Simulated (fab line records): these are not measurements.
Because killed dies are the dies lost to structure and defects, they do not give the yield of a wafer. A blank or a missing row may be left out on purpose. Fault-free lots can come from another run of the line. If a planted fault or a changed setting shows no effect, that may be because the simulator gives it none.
Chamber matching	flow n5-finfet	N5_BEOL_M3_STRIP_19 on rie-diel-04: 4 sister chambers
The step strips in O2. 4 wafers are shown with their chamber, then 9 later ones without.

EACH WAFER AND ITS CHAMBER
wafer	chamber	throttle-valve-pct (%)
L078.5	3	17.10
L089.1	0	16.92
L089.3	2	16.50
L089.4	1	16.76

WAFERS WITHOUT THEIR CHAMBER
wafer	throttle-valve-pct (%)
L090.1	16.50
L090.2	16.92
L090.6	16.77
L091.3	16.51
L091.4	16.92
L091.5	16.93
L093.3	16.77
L093.5	16.50
L093.6	16.75

WHICH CHAMBER EACH WENT THROUGH
wafer	from the rows above	in truth
L090.1	2	2
L090.2	0	0
L090.6	1	1
L091.3	2	2
L091.4	0	0
L091.5	0	0
L093.3	1	1
L093.5	2	2
L093.6	1	1
Correct placement for 9 of the 9. Number that these rows cannot place: 0. 0 placed wrongly.
How it was worked out, from the rows above alone: a wafer's distance from a chamber is the root of the sum, over the readings, of the square of ((its reading less the chamber's mean) divided by the reading's scatter). The wafer belongs to the nearest chamber; if the next one is less than 2 further off, it can't be placed. For every chamber, the mean is computed from those of its wafers that are shown. The scatter: root of mean squared gap, hidden wafer to nearest shown wafer, with one shown wafer a chamber.
